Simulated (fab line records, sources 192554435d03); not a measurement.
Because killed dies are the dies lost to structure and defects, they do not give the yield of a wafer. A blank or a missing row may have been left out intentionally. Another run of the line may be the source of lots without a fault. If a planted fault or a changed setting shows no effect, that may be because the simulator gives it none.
Which of the tools did it? -- flow n5-finfet -- Sampling: 24 lots, 72 wafers, 6 of 1938 route steps

## WHAT EACH GAUGE READ, for each wafer
N5_BEOL_M5_THK_MEAS_53: measures by xrf. Usual: for M5_THK the level is 60.7 nm and the standard deviation is 1.9.
lot,measured,on,M5_THK (nm),flag
L074,day 8 15:44,film-metro-02,60.8 58.6 59.5,
L077,day 9 01:26,film-metro-01,61.9 61.2 59.0,
L076,day 9 05:18,film-metro-02,60.9 62.4 60.1,
L075,day 9 12:13,film-metro-02,62.2 61.8 59.1,
L078,day 9 15:13,film-metro-01,58.5 61.7 59.3,
L080,day 9 17:50,film-metro-02,59.5 65.1 63.4,
L079,day 9 18:23,film-metro-01,62.7 60.5 63.4,
L081,day 9 22:36,film-metro-01,62.8 61.1 61.0,
L082,day 10 06:37,film-metro-01,60.0 63.1 60.8,
L083,day 10 17:05,film-metro-01,62.7 60.3 61.2,
L085,day 11 02:35,film-metro-01,61.0 61.0 59.5,
L086,day 11 13:47,film-metro-02,59.2 60.3 57.8,
L084,day 11 22:04,film-metro-01,57.6 59.6 57.5,
L088,day 11 22:31,film-metro-02,59.3 58.9 62.4,
L087,day 11 22:55,film-metro-02,63.3 65.3 62.5,
L090,day 12 03:52,film-metro-02,61.1 58.5 59.9,
L089,day 12 07:39,film-metro-01,59.5 60.1 59.7,
L091,day 12 19:04,film-metro-01,60.0 58.0 60.2,
L092,day 13 03:25,film-metro-01,59.8 59.3 62.2,
L093,day 13 10:25,film-metro-02,60.4 58.2 61.1,
L094,day 13 12:37,film-metro-01,59.9 62.9 63.4,
L095,day 13 17:43,film-metro-01,61.5 60.3 61.1,
L096,day 13 20:25,film-metro-01,57.3 60.7 59.7,
L097,day 14 12:19,film-metro-02,66.0 61.4 66.5,

N5_BEOL_M6_RS_MEAS_57: measures by four-point-probe. Usual: for M6_RS the level is 0.291 ohm/sq and the standard deviation is 0.0074.
lot,measured,on,M6_RS (ohm/sq),flag
L074,day 8 21:53,film-metro-02,0.303 0.298 0.292,
L077,day 9 11:49,film-metro-02,0.292 0.289 0.290,
L076,day 9 14:26,film-metro-02,0.278 0.279 0.285,
L075,day 9 21:17,film-metro-02,0.279 0.284 0.288,
L078,day 9 22:21,film-metro-01,0.285 0.293 0.293,
L080,day 10 03:42,film-metro-02,0.280 0.282 0.277,
L079,day 10 03:14,film-metro-02,0.286 0.287 0.280,
L081,day 10 07:25,film-metro-02,0.288 0.285 0.290,
L082,day 10 16:01,film-metro-01,0.297 0.288 0.293,
L083,day 10 23:38,film-metro-01,0.299 0.300 0.300,
L085,day 11 10:20,film-metro-02,0.290 0.286 0.289,
L086,day 11 23:38,film-metro-01,0.291 0.301 0.288,
L084,day 12 07:53,film-metro-01,0.297 0.290 0.294,
L088,day 12 08:05,film-metro-02,0.300 0.302 0.289,
L087,day 12 09:58,film-metro-02,0.306 0.295 0.304,
L090,day 12 11:58,film-metro-02,0.284 0.291 0.298,
L089,day 12 14:16,film-metro-01,0.301 0.294 0.291,
L091,day 13 02:49,film-metro-01,0.283 0.294 0.292,
L092,day 13 13:41,film-metro-02,0.305 0.300 0.299,
L093,day 13 20:11,film-metro-01,0.294 0.290 0.286,
L094,day 13 21:10,film-metro-02,0.278 0.285 0.282,
L095,day 14 04:16,film-metro-02,0.285 0.287 0.289,
L096,day 14 04:38,film-metro-02,0.293 0.298 0.289,
L097,day 14 20:40,film-metro-01,0.285 0.281 0.300,

## WHICH TOOL RAN EACH LOT (tool, then ch and the chambers of the sampled wafers, then the start)
lot,N5_BEOL_M6_HM_OPEN_17,N5_BEOL_M6_STRIP_36,N5_BEOL_M6_DEGAS_44,N5_BEOL_M6_SPUTTER_48
L074,"rie-metal-01 ch 0,1, day 8 17:35","rie-diel-04 ch 1,2,3, day 8 19:01","pvd-sputter-02, day 8 19:53","pvd-sputter-03, day 8 20:56"
L077,"rie-metal-01 ch 0,1, day 9 05:22","rie-diel-05 ch 1,3, day 9 08:19","pvd-sputter-02, day 9 09:07","pvd-sputter-01, day 9 09:53"
L076,"rie-metal-01 ch 0,1, day 9 08:55","rie-diel-02 ch 0,1, day 9 10:32","pvd-sputter-01, day 9 11:55","pvd-sputter-03, day 9 12:49"
L075,"rie-metal-03 ch 0,1, day 9 15:45","rie-diel-02 ch 0,3, day 9 16:49","pvd-sputter-03, day 9 19:24","pvd-sputter-03, day 9 20:20"
L078,"rie-metal-02 ch 0,1, day 9 18:10","rie-diel-05 ch 2,3, day 9 19:28","pvd-sputter-03, day 9 20:16","pvd-sputter-01, day 9 21:08"
L080,"rie-metal-01 ch 1, day 9 21:08","rie-diel-02 ch 0,1,3, day 10 01:07","pvd-sputter-01, day 10 02:07","pvd-sputter-01, day 10 02:46"
L079,"rie-metal-02 ch 0,1, day 9 21:33","rie-diel-02 ch 0,1,2, day 10 00:43","pvd-sputter-02, day 10 01:30","pvd-sputter-01, day 10 02:18"
L081,"rie-metal-01 ch 0,1, day 10 01:37","rie-diel-05 ch 1,2,3, day 10 04:04","pvd-sputter-01, day 10 05:22","pvd-sputter-02, day 10 06:02"
L082,"rie-metal-02 ch 0,1, day 10 10:05","rie-diel-04 ch 1,3, day 10 12:08","pvd-sputter-03, day 10 14:27","pvd-sputter-03, day 10 15:04"
L083,"rie-metal-02 ch 0,1, day 10 19:25","rie-diel-04 ch 1,3, day 10 21:12","pvd-sputter-02, day 10 22:04","pvd-sputter-02, day 10 22:41"
L085,"rie-metal-01 ch 0,1, day 11 06:04","rie-diel-02 ch 1,2,3, day 11 08:04","pvd-sputter-01, day 11 08:49","pvd-sputter-03, day 11 09:25"
L086,"rie-metal-01 ch 1, day 11 16:31","rie-diel-04 ch 0,1,2, day 11 21:03","pvd-sputter-01, day 11 21:57","pvd-sputter-03, day 11 22:35"
L084,"rie-metal-03 ch 0, day 12 02:04","rie-diel-05 ch 1,2,3, day 12 03:42","pvd-sputter-01, day 12 06:14","pvd-sputter-01, day 12 06:57"
L088,"rie-metal-02 ch 0,1, day 12 02:20","rie-diel-05 ch 2,3, day 12 04:05","pvd-sputter-01, day 12 06:28","pvd-sputter-01, day 12 07:08"
L087,"rie-metal-01 ch 1, day 12 02:38","rie-diel-05 ch 2,3, day 12 06:15","pvd-sputter-03, day 12 07:17","pvd-sputter-02, day 12 08:07"
L090,"rie-metal-01 ch 0,1, day 12 07:55","rie-diel-05 ch 0,1,2, day 12 09:28","pvd-sputter-03, day 12 10:24","pvd-sputter-01, day 12 11:02"
L089,"rie-metal-01 ch 0,1, day 12 10:26","rie-diel-05 ch 0,2, day 12 11:15","pvd-sputter-03, day 12 12:38","pvd-sputter-03, day 12 13:19"
L091,"rie-metal-02 ch 0,1, day 12 22:08","rie-diel-02 ch 0,1,3, day 13 00:03","pvd-sputter-02, day 13 01:04","pvd-sputter-03, day 13 01:53"
L092,"rie-metal-01 ch 0,1, day 13 07:11","rie-diel-04 ch 0,2,3, day 13 10:37","pvd-sputter-01, day 13 11:54","pvd-sputter-01, day 13 12:32"
L093,"rie-metal-02 ch 0,1, day 13 12:53","rie-diel-04 ch 0,2,3, day 13 16:24","pvd-sputter-03, day 13 17:25","pvd-sputter-02, day 13 19:14"
L094,"rie-metal-02 ch 0,1, day 13 16:10","rie-diel-04 ch 0,2,3, day 13 17:11","pvd-sputter-01, day 13 19:39","pvd-sputter-02, day 13 20:13"
L095,"rie-metal-01 ch 0,1, day 13 20:59","rie-diel-04 ch 0,2,3, day 14 00:22","pvd-sputter-02, day 14 01:18","pvd-sputter-01, day 14 02:17"
L096,"rie-metal-01 ch 0,1, day 14 00:47","rie-diel-04 ch 0,2,3, day 14 01:42","pvd-sputter-01, day 14 02:41","pvd-sputter-01, day 14 03:23"
L097,"rie-metal-02 ch 0,1, day 14 15:35","rie-diel-02 ch 0,1,3, day 14 18:01","pvd-sputter-01, day 14 19:01","pvd-sputter-01, day 14 19:38"
- N5_BEOL_M6_HM_OPEN_17: chemistry Cl2/BCl3, target TiN, target depth 20 nm, overetch 6 nm.
- N5_BEOL_M6_STRIP_36: strips in N2/H2.
- N5_BEOL_M6_DEGAS_44: time 60 s.
- N5_BEOL_M6_SPUTTER_48: material Cu, target thk 10 nm, time 1.667 s.

## WHAT THE TOOLS THEMSELVES READ (means of the sampled wafers that have a number; where no wafer has one, the mark that the record gives instead)
N5_BEOL_M6_HM_OPEN_17. Usual: bcl3-flow-sccm 21.75 sccm, standard deviation 0.076; drypump-motor-current-A 5.7 A, standard deviation 0.46; oes-product-au 0.64 a.u., standard deviation 0.099; throttle-valve-pct 22.33 %, standard deviation 0.21.
lot,tool,bcl3-flow-sccm (sccm),drypump-motor-current-A (A),oes-product-au (a.u.),throttle-valve-pct (%),flag
L074,rie-metal-01,21.75,5.6,0.58,22.45,
L077,rie-metal-01,21.84,5.6,0.56,22.46,
L076,rie-metal-01,21.73,5.6,0.56,22.46,
L075,rie-metal-03,21.68,6.0,0.64,22.41,
L078,rie-metal-02,21.79,5.7,0.66,22.30,
L080,rie-metal-01,21.78,6.0,0.58,22.44,
L079,rie-metal-02,21.76,5.7,0.66,22.32,
L081,rie-metal-01,21.73,5.7,0.56,22.46,
L082,rie-metal-02,21.74,5.7,0.66,22.32,
L083,rie-metal-02,21.70,5.7,0.65,22.35,
L085,rie-metal-01,21.75,5.3,0.54,22.49,
L086,rie-metal-01,21.84,6.0,0.57,22.45,
L084,rie-metal-03,21.72,6.0,0.70,22.50,
L088,rie-metal-02,21.82,5.7,0.64,22.34,
L087,rie-metal-01,21.82,6.0,0.57,22.44,
L090,rie-metal-01,21.81,5.7,0.66,22.30,
L089,rie-metal-01,21.68,5.3,0.75,22.15,
L091,rie-metal-02,21.69,5.9,0.69,22.18,
L092,rie-metal-01,21.79,5.3,0.74,22.16,
L093,rie-metal-02,21.73,5.9,0.69,22.18,
L094,rie-metal-02,21.79,5.7,0.63,22.34,
L095,rie-metal-01,21.78,5.6,0.64,22.30,
L096,rie-metal-01,21.78,5.3,0.71,22.17,
L097,rie-metal-02,21.72,5.7,0.62,22.37,

N5_BEOL_M6_STRIP_36. Usual: drypump-motor-current-A 5.5 A, standard deviation 0.39; oes-product-au 0.76 a.u., standard deviation 0.083; rf-vpp-V 59.2 V, standard deviation 1.4; showerhead-plenum-p-Torr 2.52 Torr, standard deviation 0.1; throttle-valve-pct 23.60 %, standard deviation 0.27.
lot,tool,drypump-motor-current-A (A),oes-product-au (a.u.),rf-vpp-V (V),showerhead-plenum-p-Torr (Torr),throttle-valve-pct (%),flag
L074,rie-diel-04,5.2,0.78,58.7,2.49,23.50,
L077,rie-diel-05,5.6,0.79,59.3,2.52,23.75,
L076,rie-diel-02,5.4,0.76,59.3,2.48,23.83,
L075,rie-diel-02,5.6,0.77,59.9,2.47,23.86,
L078,rie-diel-05,5.8,0.77,59.8,2.65,23.65,
L080,rie-diel-02,5.4,0.81,59.6,2.52,23.57,
L079,rie-diel-02,5.5,0.76,58.2,2.55,23.69,
L081,rie-diel-05,5.7,0.78,58.8,2.58,23.72,
L082,rie-diel-04,5.6,0.70,58.4,2.47,23.59,
L083,rie-diel-04,5.6,0.69,59.5,2.47,23.59,
L085,rie-diel-02,5.4,0.79,60.2,2.59,23.44,
L086,rie-diel-04,5.3,0.74,58.5,2.49,23.64,
L084,rie-diel-05,5.7,0.75,59.5,2.58,23.73,
L088,rie-diel-05,5.8,0.79,59.4,2.67,23.62,
L087,rie-diel-05,5.8,0.79,61.2,2.67,23.63,
L090,rie-diel-05,5.5,0.72,60.8,2.53,23.60,
L089,rie-diel-05,5.6,0.71,58.2,2.60,23.55,
L091,rie-diel-02,5.3,0.79,59.5,2.51,23.61,
L092,rie-diel-04,5.5,0.72,58.5,2.42,23.64,
L093,rie-diel-04,5.4,0.72,59.1,2.42,23.60,
L094,rie-diel-04,5.5,0.72,59.8,2.42,23.61,
L095,rie-diel-04,5.4,0.71,57.3,2.42,23.62,
L096,rie-diel-04,5.4,0.71,59.6,2.42,23.62,
L097,rie-diel-02,5.3,0.77,59.9,2.51,23.63,

N5_BEOL_M6_DEGAS_44. Usual: heater-power-w at 341 W, with a standard deviation of 54.
lot,tool,heater-power-w (W),flag
L074,pvd-sputter-02,348,
L077,pvd-sputter-02,396,
L076,pvd-sputter-01,317,
L075,pvd-sputter-03,308,
L078,pvd-sputter-03,359,
L080,pvd-sputter-01,306,
L079,pvd-sputter-02,366,
L081,pvd-sputter-01,321,
L082,pvd-sputter-03,351,
L083,pvd-sputter-02,351,
L085,pvd-sputter-01,318,
L086,pvd-sputter-01,320,
L084,pvd-sputter-01,330,
L088,pvd-sputter-01,319,
L087,pvd-sputter-03,286,
L090,pvd-sputter-03,363,
L089,pvd-sputter-03,362,
L091,pvd-sputter-02,352,
L092,pvd-sputter-01,312,
L093,pvd-sputter-03,307,
L094,pvd-sputter-01,329,
L095,pvd-sputter-02,349,
L096,pvd-sputter-01,332,
L097,pvd-sputter-01,318,

N5_BEOL_M6_SPUTTER_48. Usual: substrate-temp-c -20.00 C, standard deviation 0.11; throttle-valve-pct 29.7 %, standard deviation 1.1.
lot,tool,substrate-temp-c (C),throttle-valve-pct (%),flag
L074,pvd-sputter-03,-20.02,29.5,
L077,pvd-sputter-01,-20.04,30.3,
L076,pvd-sputter-03,-20.09,29.5,
L075,pvd-sputter-03,-20.01,29.6,
L078,pvd-sputter-01,-19.81,30.5,
L080,pvd-sputter-01,-20.03,29.6,
L079,pvd-sputter-01,-20.02,30.1,
L081,pvd-sputter-02,-20.01,29.6,
L082,pvd-sputter-03,-19.96,29.1,
L083,pvd-sputter-02,-20.06,29.6,
L085,pvd-sputter-03,-19.99,30.0,
L086,pvd-sputter-03,-19.99,29.5,
L084,pvd-sputter-01,-20.09,30.5,
L088,pvd-sputter-01,-19.96,29.7,
L087,pvd-sputter-02,-20.00,29.7,
L090,pvd-sputter-01,-20.01,30.0,
L089,pvd-sputter-03,-19.91,30.8,
L091,pvd-sputter-03,-20.08,30.1,
L092,pvd-sputter-01,-20.03,29.6,
L093,pvd-sputter-02,-19.97,29.8,
L094,pvd-sputter-02,-20.03,29.9,
L095,pvd-sputter-01,-19.95,29.1,
L096,pvd-sputter-01,-20.05,29.2,
L097,pvd-sputter-01,-19.98,30.3,

## THE ANSWER, worked out from the rows above alone
Rule: lot off if the mean of its wafers having a number is beyond 3 standard deviations from the usual mean. Also off: a lot with no number at a reading for which 4 or more lots have one. The other lots that the step has rows for count as sound. The gauges are gone through in route order, then the tools' own readings, and for those a lot's mean is taken as printed above. The first step at which some lot is off is used, and at that step the reading that is off furthest; a lot without a number counts as furthest.
No lot is off at any reading shown: from this, nothing can be told.

## WHAT THE SIMULATOR HAD PUT IN
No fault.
